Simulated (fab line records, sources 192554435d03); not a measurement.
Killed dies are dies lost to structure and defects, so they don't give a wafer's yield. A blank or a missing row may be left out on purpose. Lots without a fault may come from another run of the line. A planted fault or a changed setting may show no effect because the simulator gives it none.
One fault seen from 3 desks | flow n5_finfet | each desk has only its own numbers; what lay behind them comes last

THE METROLOGY DESK
What the gauges read, lot by lot, whatever tool the lot ran on: means of the sampled wafers that have a number. A lot is out of limits, marked OUT, if its mean lies more than 4 standard deviations from the usual mean; the brackets give that distance. Of its 12 readings 7 are shown: those that lie furthest out on some lot.
Columns: A = DIBL_P at N5_BEOL_M4_RC_MEAS_101, usual 35.8 mV/V; B = IOFF_N at N5_BEOL_M4_RC_MEAS_101, usual 0.16 nA/um; C = ION_N at N5_BEOL_M4_RC_MEAS_101, usual 673 uA/um; D = ION_P at N5_BEOL_M4_RC_MEAS_101, usual 461 uA/um; E = SS_N at N5_BEOL_M4_RC_MEAS_101, usual 71.4 mV/dec; F = VT_N at N5_BEOL_M4_RC_MEAS_101, usual 250 mV; G = VT_P at N5_BEOL_M4_RC_MEAS_101, usual -250 mV
lot  | first seen here | A    | B    | C   | D   | E    | F   | G
L218 | day 6 12:21     | 37.7 | 0.19 | 680 | 467 | 72.1 | 248 | -248
L224 | day 7 20:37     | 33.4 | 0.13 | 674 | 464 | 71.3 | 250 | -248
L225 | day 7 22:23     | 35.6 | 0.14 | 667 | 465 | 71.5 | 252 | -248
L226 | day 8 10:20     | 35.6 | 0.15 | 671 | 460 | 70.8 | 250 | -250
L233 | day 10 07:29    | 37.6 | 0.16 | 668 | 454 | 71.6 | 248 | -254
L239 | day 11 15:38    | 35.2 | 0.17 | 688 | 471 | 71.8 | 246 | -247
This desk's finding: nothing out of limits on any of the 6 lots.

THE TOOL OWNER'S DESK: rie_metal-03
The tool's own readings at N5_BEOL_M1_HM_OPEN_17 (chemistry Cl2/BCl3, target TiN, target depth 20 nm, overetch 6 nm): means of the sampled wafers that have a number, for each lot that ran on this tool. A lot is out of limits, marked OUT, if its mean lies more than 4 standard deviations from the usual mean; the brackets give that distance.
Columns: A = drypump_motor_current_A at N5_BEOL_M1_HM_OPEN_17, usual 5.6 A; B = oes_ar_750_au at N5_BEOL_M1_HM_OPEN_17, usual 0.70 a.u.; C = oes_product_au at N5_BEOL_M1_HM_OPEN_17, usual 0.60 a.u.; D = throttle_valve_pct at N5_BEOL_M1_HM_OPEN_17, usual 22.1 %
lot  | first seen here | A   | B    | C    | D
L218 | day 6 12:57     | 5.4 | 0.68 | 0.60 | 22.2
L224 | day 7 21:38     | 5.5 | 0.67 | 0.59 | 22.3
L225 | day 7 22:45     | 5.5 | 0.67 | 0.58 | 22.3
This desk's finding: nothing out of limits on any of the 3 lots.

THE DEFECT DESK
What the inspections along the route counted, lot by lot: means of the sampled wafers that have a number. A lot is out of limits, marked OUT, if its mean lies more than 4 standard deviations from the usual mean; the brackets give that distance.
Columns: A = raw_defect_count at N5_BEOL_M1_INSPECT_13, usual 455
lot  | first seen here | A
L218 | day 6 12:26     | 295
L224 | day 7 20:41     | 570
L225 | day 7 22:28     | 678
L226 | day 8 10:25     | 480
L233 | day 10 07:35    | 618
L239 | day 11 15:44    | 352
This desk's finding: nothing out of limits on any of the 6 lots.

PUT TOGETHER
The metrology desk saw nothing out of limits.
The tool owner's desk saw nothing out of limits.
The defect desk saw nothing out of limits.

WHAT THE SIMULATOR HAD PUT IN
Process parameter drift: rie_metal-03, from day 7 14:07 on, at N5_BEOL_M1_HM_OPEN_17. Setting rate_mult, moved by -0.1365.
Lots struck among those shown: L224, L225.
